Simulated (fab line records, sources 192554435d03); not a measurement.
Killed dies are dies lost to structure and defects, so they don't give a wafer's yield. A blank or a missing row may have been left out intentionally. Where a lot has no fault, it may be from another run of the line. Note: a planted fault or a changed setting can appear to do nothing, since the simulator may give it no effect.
Split-lot study :: flow n5Finfet :: 21 wafers read across 7 lots, on a route 1938 steps long

== THE SPLIT ITSELF ==
At N5_BEOL_M1_ETCH_64 (etches SOC in N2/H2, target depth 75 nm, overetch 15 nm, time 112.5 s), the setting biasW was moved away from the recipe's 150 W on 6 of the 21 wafers read, by +10.4% to +15.6%. All remaining wafers had this setting at the recipe value.

The reading is taken at the split's own step.

== THE READING ==
rfVppV, in V, at N5_BEOL_M1_ETCH_64 (etches SOC in N2/H2, target depth 75 nm, overetch 15 nm, time 112.5 s). A value of 523.5 V with a standard deviation of 2.3 V is what fault-free wafers of this fab line usually give.

wafer: L074.3
tool, chamber at the split: rieDiel-04, 2
biasW as run, W: 173.4
against the recipe: +15.6%
rfVppV, V: 572.6
against lot-mates on the recipe: +48.5

wafer: L074.4
tool, chamber at the split: rieDiel-04, 1
biasW as run, W: 173.4
against the recipe: +15.6%
rfVppV, V: 576.2
against lot-mates on the recipe: +52.1

wafer: L074.6
tool, chamber at the split: rieDiel-04, 2
biasW as run, W: 150
against the recipe: recipe
rfVppV, V: 524.1
against lot-mates on the recipe: -

wafer: L078.3
tool, chamber at the split: rieDiel-06, 1
biasW as run, W: 150
against the recipe: recipe
rfVppV, V: 518.3
against lot-mates on the recipe: -

wafer: L078.4
tool, chamber at the split: rieDiel-06, 3
biasW as run, W: 150
against the recipe: recipe
rfVppV, V: 526.1
against lot-mates on the recipe: -

wafer: L078.5
tool, chamber at the split: rieDiel-06, 1
biasW as run, W: 150
against the recipe: recipe
rfVppV, V: 521.2
against lot-mates on the recipe: -

wafer: L080.1
tool, chamber at the split: rieDiel-06, 0
biasW as run, W: 150
against the recipe: recipe
rfVppV, V: 525.3
against lot-mates on the recipe: -

wafer: L080.5
tool, chamber at the split: rieDiel-06, 1
biasW as run, W: 150
against the recipe: recipe
rfVppV, V: 521.0
against lot-mates on the recipe: -

wafer: L080.6
tool, chamber at the split: rieDiel-06, 2
biasW as run, W: 150
against the recipe: recipe
rfVppV, V: 526.0
against lot-mates on the recipe: -

wafer: L083.1
tool, chamber at the split: rieDiel-05, 3
biasW as run, W: 150
against the recipe: recipe
rfVppV, V: 523.1
against lot-mates on the recipe: -

wafer: L083.4
tool, chamber at the split: rieDiel-05, 1
biasW as run, W: 165.6
against the recipe: +10.4%
rfVppV, V: 553.4
against lot-mates on the recipe: +31.2

wafer: L083.5
tool, chamber at the split: rieDiel-05, 1
biasW as run, W: 150
against the recipe: recipe
rfVppV, V: 521.3
against lot-mates on the recipe: -

wafer: L084.3
tool, chamber at the split: rieDiel-05, 3
biasW as run, W: 150
against the recipe: recipe
rfVppV, V: 521.7
against lot-mates on the recipe: -

wafer: L084.4
tool, chamber at the split: rieDiel-05, 0
biasW as run, W: 150
against the recipe: recipe
rfVppV, V: 526.6
against lot-mates on the recipe: -

wafer: L084.5
tool, chamber at the split: rieDiel-05, 2
biasW as run, W: 150
against the recipe: recipe
rfVppV, V: 524.4
against lot-mates on the recipe: -

wafer: L093.2
tool, chamber at the split: rieDiel-05, 0
biasW as run, W: 169.4
against the recipe: +12.9%
rfVppV, V: 567.3
against lot-mates on the recipe: +41.9

wafer: L093.4
tool, chamber at the split: rieDiel-05, 3
biasW as run, W: 169.4
against the recipe: +12.9%
rfVppV, V: 564.0
against lot-mates on the recipe: +38.6

wafer: L093.6
tool, chamber at the split: rieDiel-05, 0
biasW as run, W: 150
against the recipe: recipe
rfVppV, V: 525.4
against lot-mates on the recipe: -

wafer: L094.2
tool, chamber at the split: rieDiel-04, 2
biasW as run, W: 150
against the recipe: recipe
rfVppV, V: 521.2
against lot-mates on the recipe: -

wafer: L094.5
tool, chamber at the split: rieDiel-04, 2
biasW as run, W: 150
against the recipe: recipe
rfVppV, V: 522.9
against lot-mates on the recipe: -

wafer: L094.6
tool, chamber at the split: rieDiel-04, 3
biasW as run, W: 170.9
against the recipe: +13.9%
rfVppV, V: 569.7
against lot-mates on the recipe: +47.7

FIT RESULTS
A straight line over all 21 wafers: rfVppV changes by +3.26 V for each +1% of biasW; r = +0.99; the points scatter about the line by 2.4 V.
The same after taking each lot's own level away (the mean of its wafers on the recipe; 21 wafers): +3.21 V for each +1%; r = +0.99; scatter 2.2 V.
The reading moves by 50 V for the largest change in biasW, on that fit.
From 521.87 to 525.40 V: that is the span of the lots' own levels, equal to 1.5 times the standard deviation above.
Hence the lot-to-lot level has little effect on the slope; both slopes agree.
Check: for one of the wafers moved furthest among these (+15.6%), held out of the fit, the line's prediction against its lot-mates is +50.4 V. Against them it came out at +48.5 V.
Tool readings at the split's step, against how far the setting was moved: rfVppV r = +0.99.

== ADDITIONAL SPLITS CARRIED BY THESE WAFERS ==
Note: prior to the reading, these wafers also went through further splits. Each is held against what the fit with the lots' levels taken away leaves over:
other split on the same wafers: N5_SDB_COAT_05 spinRpm
wafers away from the commonest value: 6
r with rfVppV (lot level and that fit taken away): -0.12

other split on the same wafers: N5_MOL_CONTACT_COAG_EXPOSE_05 doseMj
wafers away from the commonest value: 7
r with rfVppV (lot level and that fit taken away): +0.05

other split on the same wafers: N5_MOL_CONTACT_COAG_ETCH_15 sourceW
wafers away from the commonest value: 8
r with rfVppV (lot level and that fit taken away): +0.14

other split on the same wafers: N5_MOL_CONTACT_COAG_ALD_133 aldCycles
wafers away from the commonest value: 5
r with rfVppV (lot level and that fit taken away): -0.11

other split on the same wafers: N5_MOL_CONTACT_COAG_ETCH_124 biasW
wafers away from the commonest value: 6
r with rfVppV (lot level and that fit taken away): +0.11

other split on the same wafers: N5_BEOL_M0_SAQP_ETCH_106 targetDepthA
wafers away from the commonest value: 5
r with rfVppV (lot level and that fit taken away): +0.07

other split on the same wafers: N5_BEOL_M0_ETCH_138 biasW
wafers away from the commonest value: 8
r with rfVppV (lot level and that fit taken away): +0.07

== THE WHOLE CHAIN: every reading that the file lists as answering this split, in the file's order ==
step: N5_BEOL_M1_ETCH_64
what it does: etches SOC in N2/H2, target depth 75 nm, overetch 15 nm, time 112.5 s
reading: rfVppV
change (the file's fit): +3.22 V for each +1% of the setting
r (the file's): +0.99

step: N5_BEOL_M1_ETCH_64
what it does: etches SOC in N2/H2, target depth 75 nm, overetch 15 nm, time 112.5 s
reading: SiARC_of_BEOL_M1_COAT_62.thkNm (the simulator's own value, which no gauge read)
change (the file's fit): -0.0594 nm for each +1% of the setting
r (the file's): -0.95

== FILE'S OWN FIT ==
rfVppV changes by +3.22 V for each +1% of biasW, r = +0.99.
